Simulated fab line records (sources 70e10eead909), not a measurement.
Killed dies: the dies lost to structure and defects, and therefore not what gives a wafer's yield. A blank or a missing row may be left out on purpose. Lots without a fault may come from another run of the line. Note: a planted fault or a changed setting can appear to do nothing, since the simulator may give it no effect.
Which tool did it? ; flow nand-harc ; 11 lots with 33 wafers sampled at 5 steps, on a route of 1302 steps

WHAT THE GAUGES READ, wafer by wafer
NHARC_A_M0_THK_MEAS_24: measures by xrf.
lot;measured;on;thk-nm (nm)
L808;day 23 11:20;film-metro-02;114.1 114.7 113.5
L810;day 24 04:34;film-metro-02;116.5 115.9 113.8
L812;day 24 05:35;film-metro-02;111.9 114.3 113.3
L814;day 25 02:49;film-metro-02;112.9 111.2 116.3
L813;day 25 20:29;film-metro-02;111.4 112.5 115.5
L815;day 26 12:44;film-metro-01;114.6 114.3 115.6
L823;day 29 02:52;film-metro-02;113.8 116.7 112.8
L824;day 29 06:23;film-metro-01;113.8 113.9 114.7
L827;day 30 21:52;film-metro-02;112.5 111.9 113.3
L828;day 31 04:10;film-metro-02;116.0 114.0 113.7
L830;day 33 03:40;film-metro-02;112.2 112.4 115.3

NHARC_END_SORT_01.
lot;measured;on;defect-limited-yield (%);killed-at-array;killed-at-other;killed-at-periphery;killed-dies;killed-open;killed-short
L808;day 25 05:35;prober-02;87.9 86.6 87.1;71 80 82;2 1 0;9 10 5;82 91 87;4 1 6;2 4 0
L810;day 25 17:53;prober-01;87.0 88.6 87.9;81 69 76;0 0 1;7 8 5;88 77 82;3 4 4;0 3 0
L812;day 26 00:02;prober-01;0 0 0;670 673 672;1 0 0;6 4 5;677 677 677;2 1 6;2 3 2
L814;day 31 09:53;prober-02;0 0 0;673 673 672;3 4 2;1 0 3;677 677 677;6 2 6;2 7 4
L813;day 31 01:16;prober-01;88.0 89.2 87.4;72 64 76;1 1 0;8 8 9;81 73 85;4 1 3;2 1 1
L815;day 31 17:33;prober-01;92.2 91.1 90.1;50 52 65;1 5 0;2 3 2;53 60 67;2 2 3;3 3 2
L823;day 32 09:58;prober-01;92.8 92.3 92.6;45 43 39;1 0 1;3 9 10;49 52 50;9 2 3;3 4 3
L824;day 32 08:30;prober-02;87.3 87.1 88.2;85 83 75;0 0 1;1 4 4;86 87 80;2 3 2;5 3 4
L827;day 33 14:08;prober-02;92.6 93.2 92.2;44 43 49;1 1 0;5 2 4;50 46 53;2 1 4;0 5 3
L828;day 33 16:25;prober-01;87.0 88.3 87.1;78 64 75;2 1 0;8 14 12;88 79 87;4 5 7;3 5 6
L830;day 34 15:43;prober-02;92.3 92.9 93.8;43 38 40;4 1 0;5 9 2;52 48 42;1 7 2;1 1 2

WHAT TOOL EACH LOT RAN ON (gives the tool, then ch and the chambers of the sampled wafers, and finally the start)
lot;NHARC_A_M1_ETCH_35;NHARC_A_M1_ETCH_28;NHARC_A_M1_CMP_23
L808;rie-diel-02 ch 0,2,3, day 23 13:08;rie-diel-06 ch 0,2,3, day 23 13:40;cmp-04 ch 0,1,3, day 23 15:08
L810;rie-diel-06 ch 1,2,3, day 24 06:16;rie-diel-02 ch 1,2, day 24 06:48;cmp-02 ch 0,1, day 24 08:19
L812;rie-diel-02 ch 0,1, day 24 07:57;rie-diel-06 ch 0,3, day 24 08:29;cmp-02 ch 0,2,3, day 24 10:03
L814;rie-diel-06 ch 0,2, day 25 04:40;rie-diel-01 ch 0,1,2, day 25 05:14;cmp-03 ch 0,1,3, day 25 06:44
L813;rie-diel-02 ch 1,2, day 25 22:24;rie-diel-06 ch 0,2,3, day 25 22:57;cmp-02 ch 2,3, day 26 00:28
L815;rie-diel-02 ch 0,1,2, day 26 14:26;rie-diel-01 ch 0,2, day 26 14:58;cmp-02 ch 1,3, day 26 16:29
L823;rie-diel-02 ch 0,2,3, day 29 04:34;rie-diel-01 ch 1,2, day 29 05:05;cmp-03 ch 0,1,3, day 29 06:38
L824;rie-diel-02 ch 0,1,2, day 29 08:13;rie-diel-06 ch 0,1,3, day 29 08:44;cmp-02 ch 0,1,2, day 29 10:19
L827;rie-diel-02 ch 0,1,2, day 30 23:41;rie-diel-06 ch 0,1,2, day 31 00:14;cmp-02 ch 0,1,2, day 31 01:44
L828;rie-diel-02 ch 0,1,3, day 31 05:59;rie-diel-01 ch 0,1,3, day 31 06:31;cmp-03 ch 1,3, day 31 08:02
L830;rie-diel-02 ch 1,2, day 33 05:25;rie-diel-01 ch 0,1,2, day 33 05:59;cmp-03 ch 0,1,2, day 33 07:26
- NHARC_A_M1_ETCH_35: etches the open film in N2/H2, target depth 40 nm, overetch 12 nm, time 43.94 s.
- NHARC_A_M1_ETCH_28: etches the open film in CF4/N2, target depth 30 nm, time 72.99 s.
- NHARC_A_M1_CMP_23: polishes, t overpolish 20 s, target thk 154.34 nm.

WHAT THE TOOLS THEMSELVES READ (means of the sampled wafers that have a number; where no wafer has one, the mark that the record gives instead)
NHARC_A_M1_ETCH_35.
lot;tool;bias-w (W);chamber-pressure-mTorr (mTorr);drypump-motor-current-A (A);mfc-ar-sccm (sccm);oes-product-au (a.u.);rf-vpp-V (V);showerhead-plenum-p-Torr (Torr);throttle-valve-pct (%)
L808;rie-diel-02;149.8;30.041;5.0;0.000;0.994;433;2.09;14.170
L810;rie-diel-06;150.3;29.982;5.9;0.009;0.994;431;2.07;14.164
L812;rie-diel-02;149.9;29.999;5.1;0.004;0.998;427;1.90;14.167
L814;rie-diel-06;150.2;29.984;5.8;0.000;0.992;432;2.11;14.167
L813;rie-diel-02;149.6;29.990;5.4;0.008;1.002;430;2.01;14.170
L815;rie-diel-02;149.9;29.962;5.1;0.004;1.000;429;2.00;14.167
L823;rie-diel-02;150.1;29.989;5.0;0.000;1.000;433;2.09;14.162
L824;rie-diel-02;150.2;29.984;5.1;0.004;1.003;429;2.00;14.165
L827;rie-diel-02;150.1;30.015;5.1;0.004;0.997;428;2.00;14.181
L828;rie-diel-02;150.1;30.016;5.3;0.004;0.996;430;1.98;14.178
L830;rie-diel-02;150.1;30.007;5.1;0.004;1.003;433;2.10;14.161

NHARC_A_M1_ETCH_28.
lot;tool;bias-w (W);cf4-flow-sccm (sccm);drypump-motor-current-A (A);mfc-ar-sccm (sccm);oes-product-au (a.u.);rf-vpp-V (V);showerhead-plenum-p-Torr (Torr);throttle-valve-pct (%)
L808;rie-diel-06;100.0;49.94;5.9;149.9;0.994;315.3;2.66;19.787
L810;rie-diel-02;99.8;49.97;5.1;149.6;0.995;315.7;2.70;19.794
L812;rie-diel-06;-;-;-;-;-;-;-;-
L814;rie-diel-01;-;-;-;-;-;-;-;-
L813;rie-diel-06;100.2;50.11;5.9;150.2;0.996;314.8;2.66;19.797
L815;rie-diel-01;99.8;50.14;5.4;149.6;0.998;314.5;2.61;19.789
L823;rie-diel-01;100.2;49.98;5.6;149.6;1.003;313.8;2.61;19.800
L824;rie-diel-06;100.0;49.84;5.9;149.6;1.016;314.9;2.70;19.799
L827;rie-diel-06;100.1;50.02;5.9;150.0;0.998;315.1;2.70;19.784
L828;rie-diel-01;99.4;50.08;5.9;150.2;1.005;314.5;2.66;19.787
L830;rie-diel-01;100.1;49.85;5.6;150.0;1.000;313.7;2.63;19.785

NHARC_A_M1_CMP_23.
lot;tool;motor-current-A (A);time-to-endpoint-s (s)
L808;cmp-04;12.4;29.9
L810;cmp-02;11.4;28.6
L812;cmp-02;12.4;25.6
L814;cmp-03;12.6;31.3
L813;cmp-02;13.5;25.4
L815;cmp-02;12.4;30.6
L823;cmp-03;12.3;27.0
L824;cmp-02;12.6;28.7
L827;cmp-02;12.8;27.0
L828;cmp-03;12.0;27.6
L830;cmp-03;12.8;32.4

THE ANSWER, worked out from the rows above alone
Rule: what is usual is taken from the lots themselves. The widest of any qualifying gaps counts: lots, ordered by their means at a reading, are off when they make up no more than a third of the lots, leave a main group of 4 or more, and stand apart from it by 3 or more times the standard deviation of that group's means. The tables above print the reading to a certain number of digits; a main group whose means all agree to those digits is not used. A lot without any number at a reading at which 4 lots or more have one is off too. Any other lot the step has rows for is counted as sound. Order of review: gauges by route order, followed by the tools' own readings, for which a lot's mean as printed above is used. The first step at which some lot is off is used, and at that step the reading that is off furthest; a lot without a number counts as furthest.
Off at NHARC_END_SORT_01 (killed-at-array): L812, L814. The main group has a mean of 62 with a standard deviation of 15.
A tool fits if, at a process step before that reading, it ran every lot that is off, and no sound lot after the first of them. The gauges at NHARC_END_SORT_01 aren't tried: what is off there is off at NHARC_A_M1_ETCH_28 too, on other tools, and a gauge's error can't cause that. None of those tried fits.

WHAT WAS PUT IN BY THE SIMULATOR
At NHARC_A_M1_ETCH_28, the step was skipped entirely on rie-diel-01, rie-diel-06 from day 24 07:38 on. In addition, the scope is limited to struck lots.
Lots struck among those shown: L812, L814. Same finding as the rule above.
